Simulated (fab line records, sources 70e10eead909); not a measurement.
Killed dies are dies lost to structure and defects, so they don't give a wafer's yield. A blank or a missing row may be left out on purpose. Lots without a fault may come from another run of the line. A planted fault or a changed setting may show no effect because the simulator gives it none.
Chamber matching | flow nand_harc | NHARC_P_STI_ETCH_15 on rie_si-06: 4 sister chambers
The step etches the open film in HBr/Cl2, target depth 300 nm, time 100.1 s. 4 wafers are shown with their chamber, then 9 later ones without.

WAFERS WITH THEIR CHAMBER
wafer  | chamber | drypump_motor_current_A (A)
L087.1 | 0       | 4.8
L087.4 | 1       | 6.1
L087.5 | 2       | 5.4
L087.6 | 3       | 6.2

WAFERS WITHOUT THEIR CHAMBER
wafer  | drypump_motor_current_A (A)
L091.2 | 6.1
L091.5 | 6.1
L091.6 | 5.5
L094.1 | 6.1
L094.2 | 4.8
L094.3 | 6.1
L097.1 | 6.1
L097.5 | 4.8
L097.6 | 6.1

WHICH CHAMBER EACH WENT THROUGH
wafer  | from the rows above | in truth
L091.2 | 1                   | 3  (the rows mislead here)
L091.5 | 1                   | 1
L091.6 | 2                   | 2
L094.1 | 1                   | 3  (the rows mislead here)
L094.2 | 0                   | 0
L094.3 | 1                   | 1
L097.1 | 1                   | 1
L097.5 | 0                   | 0
L097.6 | 1                   | 1
Placed correctly: 7 of 9. Can't be placed from these rows: 0. Placed wrongly: 2.
How it was worked out, from the rows above alone: a wafer's distance from a chamber is the root of the sum, over the readings, of the square of ((its reading less the chamber's mean) divided by the reading's scatter). The wafer belongs to the nearest chamber; if the next one is less than 2 further off, it can't be placed. A chamber's mean is the mean of its shown wafers. The scatter: with one shown wafer a chamber, the root of the mean of the squares of how far each hidden wafer lies from its nearest shown one.
